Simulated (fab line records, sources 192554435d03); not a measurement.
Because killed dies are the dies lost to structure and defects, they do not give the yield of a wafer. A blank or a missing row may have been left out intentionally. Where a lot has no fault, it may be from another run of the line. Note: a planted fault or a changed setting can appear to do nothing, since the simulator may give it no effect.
Struck lot and sound lot, side by side | flow n5_finfet | 15 steps out of a route of 1938
Sound: wafers L586.1, L586.5, L586.6. Struck: wafer L595.6. (L595.3, L595.5 of the same lot were not struck and are left out.) The cause comes at the end.
Order at every step that has rows: each side's tool, ch and its chambers, its first start. Under that, the readings that differ: sound wafers | struck wafers | difference of the means | sigmas: that difference in standard deviations of wafers without a fault.
alike: a reading whose means differ by less than 2 such deviations, as well as words and numbers matching on both sides. not compared: withheld readings; readings where some wafer has no value; bounds like >300 that might hide an equal value; numbers whose values overlap and for which the record gives no deviation.
Wherever a step has rows on one side only, a row that says differs or no value, or a row with sigmas, the two part there. Non-overlapping numbers with no deviation appear without sigmas and do not part them. A reading missing from all wafers of one side parts the sides only when that side holds two or more wafers.

first, 4 steps without rows for these wafers: N5_MOL_CONTACT_COAG_SOFTBAKE_79 (time 60 s); N5_MOL_CONTACT_COAG_EXPOSE_81 (exposes mask VG, defocus 0 nm); N5_MOL_CONTACT_COAG_PEB_82 (peb time 60 s); N5_MOL_CONTACT_COAG_DEVELOP_83 (develop time 30 s).
N5_MOL_CONTACT_COAG_CD_MEAS_84 targets a cd of 25.1 nm.
  sound on cd_sem-02 ch 0, day 7 08:26; struck on cd_sem-03 ch 0, day 9 17:33
  alike: cd_nm
N5_MOL_CONTACT_COAG_OVL_MEAS_85:
  sound on overlay-01 ch 0, day 7 08:28; struck on overlay-02 ch 0, day 9 17:38
  reading     | sound       | struck | difference | sigmas
  VG_OVL (nm) | 1.1 0.4 0.8 | -0.7   | -1.5       | -2
N5_MOL_CONTACT_COAG_INSPECT_57: inspects for defects (brightfield).
  struck on defect_inspect-02, day 9 17:40; sound on defect_inspect-01, day 7 08:31
  reading          | sound       | struck | difference | sigmas
  raw_defect_count | 183 256 257 | 108    | -124       | -2
N5_MOL_CONTACT_COAG_DESCUM_88: chemistry O2, time 7 s.
  sound on rie_diel-05 ch 0,3, day 7 08:50; struck on rie_diel-05 ch 0, day 9 17:43
  alike: bias_power_w, drypump_motor_current_A, oes_product_au, rf_vpp_V, showerhead_plenum_p_Torr, throttle_valve_pct
  not compared: rf_hours_counter_h
N5_MOL_CONTACT_COAG_ETCH_89: etches underlayer in N2/H2, target depth 13 nm, time 10.4 s.
  sound on rie_diel-05 ch 0,3, day 7 08:52; struck on rie_diel-05 ch 0, day 9 17:44
  alike: bias_w, drypump_motor_current_A, etch_rf_on_time_s, oes_product_au, rf_vpp_V, showerhead_plenum_p_Torr, throttle_valve_pct
  not compared: rf_hours_counter_h
N5_MOL_CONTACT_COAG_ETCH_90: etches SiARC in CF4, target depth 13 nm, time 21.7 s.
  sound on rie_diel-05 ch 0,3, day 7 08:53; struck on rie_diel-05 ch 0, day 9 17:46
  alike: bias_w, drypump_motor_current_A, etch_rf_on_time_s, oes_product_au, rf_vpp_V, showerhead_plenum_p_Torr, throttle_valve_pct
  not compared: rf_hours_counter_h
N5_MOL_CONTACT_COAG_ALD_131: deposits SiO2, target thk 5 nm, pulse time 1 s, co reactant pulse time 1 s.
  sound on ald_sin-04 ch 2,3, day 7 08:59; struck on ald_sin-02 ch 2, day 9 17:50
  alike: heater_power_w, precursor_pulse_height_rel
N5_MOL_CONTACT_COAG_ETCHBACK_132: etches SiO2 in CHF3, target depth 10 nm, time 6.7 s.
  sound on rie_diel-05 ch 1,2,3, day 7 09:10; struck on rie_diel-05 ch 2, day 9 18:06
  alike: bias_w, drypump_motor_current_A, oes_ar_750_au, oes_product_au, rf_vpp_V, showerhead_plenum_p_Torr, throttle_valve_pct
  not compared: rf_hours_counter_h
N5_MOL_CONTACT_COAG_ETCH_91: etches SOC in N2/H2, target depth 60 nm, overetch 21 nm, time 101.2 s.
  sound on rie_diel-05 ch 1,2,3, day 7 09:12; struck on rie_diel-05 ch 2, day 9 18:08
  reading                                             | sound       | struck | difference | sigmas
  model.SiARC_of_MOL_CONTACT_COAG_COAT_76.thk_nm (nm) | 5.8 5.6 5.6 | 6.2    | +0.5       |
  alike: bias_w, drypump_motor_current_A, oes_product_au, rf_vpp_V, showerhead_plenum_p_Torr, throttle_valve_pct
  not compared: rf_hours_counter_h
then, 1 step without rows for these wafers: N5_MOL_CONTACT_COAG_STRIP_92 (strips in N2/H2).
-- here the record skips 2 days between the struck wafers' starts before and after, leaving off in module MOL_CONTACT_COAG and picking up in module BEOL_M4 (first step shown: number 1111 of the route) --
N5_BEOL_M4_RC_MEAS_101:
  sound on prober-02 ch 0, day 10 02:06; struck on prober-01 ch 0, day 12 03:37
  reading       | sound          | struck | difference | sigmas
  SS_N (mV/dec) | 71.1 70.4 71.1 | 72.4   | +1.5       | +2
  alike: DIBL_N, DIBL_P, IOFF_N, IOFF_P, ION_N, ION_P, SS_P, VT_N, VT_P

## WHERE THEY PART
Earliest at N5_MOL_CONTACT_COAG_OVL_MEAS_85; latest, in this record, at N5_BEOL_M4_RC_MEAS_101.

WHY: whatever the simulator had introduced
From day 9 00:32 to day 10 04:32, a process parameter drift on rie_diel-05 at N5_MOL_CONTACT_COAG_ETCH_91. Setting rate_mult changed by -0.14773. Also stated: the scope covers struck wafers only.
